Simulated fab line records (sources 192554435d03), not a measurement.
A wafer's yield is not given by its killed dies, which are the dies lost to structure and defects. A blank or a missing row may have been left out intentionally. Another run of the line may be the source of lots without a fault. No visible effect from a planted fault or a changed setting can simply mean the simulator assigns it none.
What tool caused it? -- flow n5-finfet -- 12 lots with 36 wafers sampled at 4 steps, on a route of 1938 steps

WHAT THE GAUGES READ, wafer by wafer
N5_BEOL_M13_INSPECT_55: inspects for defects (darkfield).
lot,measured,on,raw-defect-count
L532,day 12 12:49,defect-inspect-02,63 72 55
L531,day 12 15:44,defect-inspect-01,50 46 31
L534,day 13 16:34,defect-inspect-01,38 78 42
L539,day 13 22:17,defect-inspect-01,61 55 84
L538,day 13 22:49,defect-inspect-01,46 67 80
L537,day 14 06:38,defect-inspect-02,75 88 86
L540,day 15 00:53,defect-inspect-02,114 88 75
L541,day 15 06:46,defect-inspect-01,48 62 72
L543,day 16 05:23,defect-inspect-01,55 83 58
L544,day 16 08:43,defect-inspect-02,63 77 70
L549,day 18 19:59,defect-inspect-01,72 61 44
L552,day 19 05:50,defect-inspect-01,54 35 58

N5_BEOL_M14_CD_MEAS_10: target cd 250 nm.
lot,measured,on,cd-nm (nm)
L532,day 12 13:28,cd-sem-02,247.9 249.5 249.7
L531,day 12 16:16,cd-sem-02,250.2 249.3 249.1
L534,day 13 17:13,cd-sem-01,248.8 247.5 248.4
L539,day 13 22:57,cd-sem-02,249.7 249.4 248.6
L538,day 13 23:29,cd-sem-01,250.3 251.1 250.0
L537,day 14 07:18,cd-sem-02,250.2 251.0 251.4
L540,day 15 01:26,cd-sem-01,252.2 251.5 250.6
L541,day 15 07:17,cd-sem-02,250.5 250.7 249.4
L543,day 16 06:02,cd-sem-01,250.3 249.7 250.0
L544,day 16 09:15,cd-sem-02,249.3 249.6 248.3
L549,day 18 20:31,cd-sem-01,250.0 249.1 250.4
L552,day 19 06:31,cd-sem-02,249.8 249.5 250.0

N5_BEOL_M14_CD_MEAS_28: target cd 284.4 nm.
lot,measured,on,cd-nm (nm)
L532,day 12 14:20,cd-sem-01,284.3 285.2 284.7
L531,day 12 17:21,cd-sem-01,284.2 285.1 284.0
L534,day 13 18:23,cd-sem-02,281.7 283.0 282.0
L539,day 13 23:48,cd-sem-03,282.0 283.2 281.5
L538,day 14 00:38,cd-sem-03,285.3 285.2 284.5
L537,day 14 08:16,cd-sem-01,283.9 285.2 282.5
L540,day 15 02:32,cd-sem-01,283.6 284.3 284.6
L541,day 15 08:34,cd-sem-01,282.4 281.9 282.3
L543,day 16 07:07,cd-sem-01,283.7 284.0 282.8
L544,day 16 10:13,cd-sem-02,285.2 287.1 286.3
L549,day 18 21:31,cd-sem-03,285.4 284.4 285.1
L552,day 19 07:50,cd-sem-03,281.4 282.6 282.8

EACH LOT AND THE TOOL THAT RAN IT (in order: tool; ch and the chambers of the sampled wafers; start)
lot,N5_BEOL_M14_COAT_22
L532,"litho-track-01 ch 0, day 12 14:04"
L531,"litho-track-02 ch 0, day 12 17:04"
L534,"litho-track-03 ch 0, day 13 17:58"
L539,"litho-track-01 ch 0, day 13 23:31"
L538,"litho-track-01 ch 0, day 14 00:20"
L537,"litho-track-01 ch 0, day 14 07:52"
L540,"litho-track-02 ch 0, day 15 02:16"
L541,"litho-track-03 ch 0, day 15 08:10"
L543,"litho-track-02 ch 0, day 16 06:43"
L544,"litho-track-01 ch 0, day 16 09:49"
L549,"litho-track-01 ch 0, day 18 21:14"
L552,"litho-track-01 ch 0, day 19 07:25"
- N5_BEOL_M14_COAT_22: resist thk 300 nm.

WHAT THE TOOLS THEMSELVES READ (means of the sampled wafers that have a number; where no wafer has one, the mark that the record gives instead)
N5_BEOL_M14_COAT_22.
lot,tool,chill-plate-temp-C (C),spin-speed-rpm (rpm)
L532,litho-track-01,23.01,2886.3
L531,litho-track-02,22.93,2890.5
L534,litho-track-03,22.92,2888.6
L539,litho-track-01,22.93,2888.4
L538,litho-track-01,23.10,2889.5
L537,litho-track-01,23.07,2885.7
L540,litho-track-02,22.95,2886.1
L541,litho-track-03,22.93,2888.1
L543,litho-track-02,23.11,2888.6
L544,litho-track-01,23.00,2890.2
L549,litho-track-01,22.99,2705.8
L552,litho-track-01,22.99,2705.3

THE ANSWER, worked out from the rows above alone
Rule: the usual values come from the lots themselves. Put in order of their means at a reading, lots are off if they are a third of the lots or fewer, leave a main group of 4 or more, and stand apart from it by a gap of 3 or more times the standard deviation of the main group's means; of several such gaps the widest counts. A main group whose means are all the same, to the digits that the tables above print for the reading, isn't used. A lot without any number at a reading at which 4 lots or more have one is off too. All remaining lots with rows at the step are treated as sound. After the gauges, taken in route order, come the tools' own readings; for these a lot's mean is taken, as printed above. The first step at which some lot is off is used, and at that step the reading that is off furthest; a lot without a number counts as furthest.
Off: L549, L552, at N5_BEOL_M14_COAT_22 (spin-speed-rpm). For the main group the mean is 2888.2 rpm and the standard deviation 1.6.
A tool fits if, at that step or a process step before it, it ran every lot that is off, and no sound lot after the first of them. One fits: N5_BEOL_M14_COAT_22 on litho-track-01. Its last sound lot is L544 (day 16 09:49), its first lot that is off L549 (day 18 21:14): a fault that began between those two fits.
The tool's own readings at N5_BEOL_M14_COAT_22 bear it out: on the lots that are off they differ by more than 5 times the standard deviation of the sound lots' means. spin-speed-rpm reads 2705.6 rpm there against 2888.2 rpm on the sound lots.

WHAT THE SIMULATOR HAD INSERTED
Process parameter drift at N5_BEOL_M14_COAT_22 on litho-track-01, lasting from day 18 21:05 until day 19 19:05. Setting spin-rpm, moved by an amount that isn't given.
Shown lots that were struck: L549, L552. The rule above reached the same finding.
